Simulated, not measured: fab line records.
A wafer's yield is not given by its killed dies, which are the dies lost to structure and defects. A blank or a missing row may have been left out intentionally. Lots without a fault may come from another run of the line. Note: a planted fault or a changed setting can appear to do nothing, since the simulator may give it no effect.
Comparing a struck lot with a sound one || flow nandHarc || 13 steps out of a route of 1159
Sound: the wafers L929.1, L929.5, L929.6. Struck: wafer L937.3 (left out: L937.1, L937.4 of the same lot, which were not struck); the cause appears at the end.
For every step that has rows: the tool of each side, followed by ch and its chambers, followed by its first start. Under that, the readings that differ: sound wafers || struck wafers || difference of the means || sigmas: that difference in standard deviations of wafers without a fault.
alike: words and numbers the same on both sides, and readings whose means are apart by under 2 such deviations; not compared: readings that were withheld, readings missing a value for some wafer, numbers with overlapping values and no deviation given by the record, and bounds like >300 which may hide the same value.
Wherever a step has rows on one side only, a row that says differs or no value, or a row with sigmas, the two part there. Numbers that have no deviation but don't overlap get no sigmas and don't part them. Lack of a reading on every wafer of one side parts them only where that side has two or more wafers.

first, 1 step without rows for these wafers: NHARC_A_SLIT_SRD_20.
NHARC_A_SLIT_CD_MEAS_21:
  sound: cdSem-01 at day 14 17:36; struck: cdSem-02 at day 16 20:05
{"reading": "cdNm (nm)", "sound": "287.6 288.4 287.7", "struck": 290.9, "difference": "+3.0", "sigmas": "+3"}
then, 3 steps without rows for these wafers: NHARC_A_SIN_REMOVE_WET_00 (chemistry H3PO4, time 15300 s); NHARC_A_SIN_REMOVE_PRECLEAN_01 (cleans in SC1); NHARC_A_SIN_REMOVE_SRD_02.
NHARC_A_SIN_REMOVE_INSPECT_04:
  sound: defectInspect-01 at day 14 23:31; struck: defectInspect-01 at day 17 03:46
{"reading": "rawDefectCount", "sound": "283 236 256", "struck": 405, "difference": "+147", "sigmas": "+2"}
NHARC_A_WL_FILL_ALD_00: deposits Al2O3, target thk 3 nm, pulse time 3 s, ald cycles 30.
  sound on aldHk-01 ch 0,1, day 14 23:37; struck on aldHk-01 ch 2, day 17 03:50
  alike: heaterPowerW, precursorPulseHeightRel
  not compared: susceptorTempC
NHARC_A_WL_FILL_RTA_01: time 5 s.
  sound on rtpAnneal-02 ch 0, day 14 23:52; struck on rtpAnneal-01 ch 0, day 17 04:05
{"reading": "lampPowerPct (%)", "sound": "30.3 30.2 30.2", "struck": 27.8, "difference": -2.4, "sigmas": -2}
{"reading": "lamp_zone_2_pct (%)", "sound": "30.3 30.2 30.3", "struck": 27.8, "difference": -2.5, "sigmas": -2}
  alike: wafer_temp_C_max
NHARC_A_WL_FILL_ALD_02: deposits TiN, target thk 2 nm, pulse time 3 s, ald cycles 100.
  sound on aldMetal-03 ch 0,3, day 15 00:19; struck on aldMetal-01 ch 0, day 17 04:19
{"reading": "susceptorTempC (C)", "sound": "450.19 449.93 450.38", "struck": 449.71, "difference": -0.46, "sigmas": -2}
  alike: heaterPowerW, precursorPulseHeightRel
NHARC_A_WL_FILL_CVD_03: deposits W, target thk 40 nm, time 3302 s.
  sound on cvdW-01 ch 0,1, day 15 04:11; struck on cvdW-01 ch 1, day 17 10:59
  alike: heaterPowerW, susceptorTempC, throttleValvePct
NHARC_A_WL_FILL_ETCHBACK_04: etches the open film in NF3, target depth 60 nm, time 120 s.
  sound on rieMetal-02 ch 0,1, day 15 07:01; struck on rieMetal-02 ch 0, day 17 13:52
{"reading": "runLengthS (s)", "sound": "141.8 141.2 142.1", "struck": 132.2, "difference": -9.5, "sigmas": -19}
  alike: chamberPressureMTorr, drypumpMotorCurrentA, oesProductAu
  not compared: rfHoursCounterH
NHARC_A_WL_FILL_ETCHBACK_05: etches the open film in Cl2/BCl3, target depth 22 nm, time 60 s.
  sound on rieMetal-02 ch 0,1, day 15 07:16; struck on rieMetal-02 ch 0, day 17 14:05
  alike: chamberPressureMTorr, drypumpMotorCurrentA, oesProductAu, runLengthS
  not compared: rfHoursCounterH
-- jump in the record: it breaks off in module A_WL_FILL and resumes in module END (first step shown: number 1159 of the route), and 4 days separate the struck wafers' starts before and after --
NHARC_END_SORT_01:
  sound on prober-02 ch 0, day 20 02:08; struck on prober-01 ch 0, day 21 10:27
  alike: killedAtArray, killedAtOther, killedAtPeriphery, killedDies, killedOpen, killedShort

WHERE THEY PART
Last at NHARC_A_WL_FILL_ETCHBACK_04 as far as this record goes, first at NHARC_A_SLIT_CD_MEAS_21. Later steps at which nothing parts them and some readings are alike: NHARC_A_WL_FILL_ETCHBACK_05, NHARC_END_SORT_01.

WHY: what had been put in by the simulator
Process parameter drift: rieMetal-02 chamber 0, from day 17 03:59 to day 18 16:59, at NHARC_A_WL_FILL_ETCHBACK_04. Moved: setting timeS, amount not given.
